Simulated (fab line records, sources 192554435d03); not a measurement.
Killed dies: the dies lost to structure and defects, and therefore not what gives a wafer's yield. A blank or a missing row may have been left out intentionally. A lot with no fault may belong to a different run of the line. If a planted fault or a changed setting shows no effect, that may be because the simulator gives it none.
Chamber matching / flow n5 finfet / N5_BEOL_M3_ETCH_77 on rie diel-06: 4 sister chambers
The step etches underlayer in N2/H2, target depth 6.5 nm, time 5.2 s. 8 wafers are shown with their chamber, then 10 later ones without.

## EACH WAFER AND ITS CHAMBER
wafer=L077.1; chamber=1; showerhead plenum p Torr (Torr)=2.43; throttle valve pct (%)=17.90
wafer=L084.6; chamber=2; showerhead plenum p Torr (Torr)=2.52; throttle valve pct (%)=17.99
wafer=L085.1; chamber=2; showerhead plenum p Torr (Torr)=2.52; throttle valve pct (%)=18.01
wafer=L088.1; chamber=3; showerhead plenum p Torr (Torr)=2.42; throttle valve pct (%)=17.97
wafer=L088.4; chamber=0; showerhead plenum p Torr (Torr)=2.47; throttle valve pct (%)=17.61
wafer=L088.5; chamber=3; showerhead plenum p Torr (Torr)=2.42; throttle valve pct (%)=17.98
wafer=L090.3; chamber=1; showerhead plenum p Torr (Torr)=2.42; throttle valve pct (%)=17.96
wafer=L090.4; chamber=0; showerhead plenum p Torr (Torr)=2.47; throttle valve pct (%)=17.60

## WAFERS WHOSE CHAMBER IS MISSING
wafer=L090.6; showerhead plenum p Torr (Torr)=2.42; throttle valve pct (%)=18.01
wafer=L089.3; showerhead plenum p Torr (Torr)=2.47; throttle valve pct (%)=17.64
wafer=L089.5; showerhead plenum p Torr (Torr)=2.42; throttle valve pct (%)=17.94
wafer=L089.6; showerhead plenum p Torr (Torr)=2.47; throttle valve pct (%)=17.61
wafer=L091.2; showerhead plenum p Torr (Torr)=2.47; throttle valve pct (%)=17.63
wafer=L091.3; showerhead plenum p Torr (Torr)=2.42; throttle valve pct (%)=18.01
wafer=L091.6; showerhead plenum p Torr (Torr)=2.42; throttle valve pct (%)=17.93
wafer=L092.2; showerhead plenum p Torr (Torr)=2.47; throttle valve pct (%)=17.68
wafer=L092.3; showerhead plenum p Torr (Torr)=2.51; throttle valve pct (%)=18.03
wafer=L092.4; showerhead plenum p Torr (Torr)=2.42; throttle valve pct (%)=18.00

## WHICH CHAMBER EACH ONE RAN IN
wafer=L090.6; from the rows above=3; in truth=3
wafer=L089.3; from the rows above=0; in truth=0
wafer=L089.5; from the rows above=can't be placed: 1 or 3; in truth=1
wafer=L089.6; from the rows above=0; in truth=0
wafer=L091.2; from the rows above=0; in truth=0
wafer=L091.3; from the rows above=3; in truth=3
wafer=L091.6; from the rows above=can't be placed: 1 or 3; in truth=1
wafer=L092.2; from the rows above=0; in truth=0
wafer=L092.3; from the rows above=2; in truth=2
wafer=L092.4; from the rows above=3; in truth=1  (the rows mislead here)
Correct placement for 7 of the 10. Can't be placed from these rows: 2 (the true chamber is among the candidates in 2). Placed wrongly: 1.
How it was worked out, from the rows above alone: a wafer's distance from a chamber is the root of the sum, over the readings, of the square of ((its reading less the chamber's mean) divided by the reading's scatter). The wafer belongs to the nearest chamber; if the next one is less than 2 further off, it can't be placed. For every chamber, the mean is computed from those of its wafers that are shown. The scatter: the root of (the sum of the squares of (reading less its chamber's mean) over the shown wafers, divided by (wafers less chambers)).
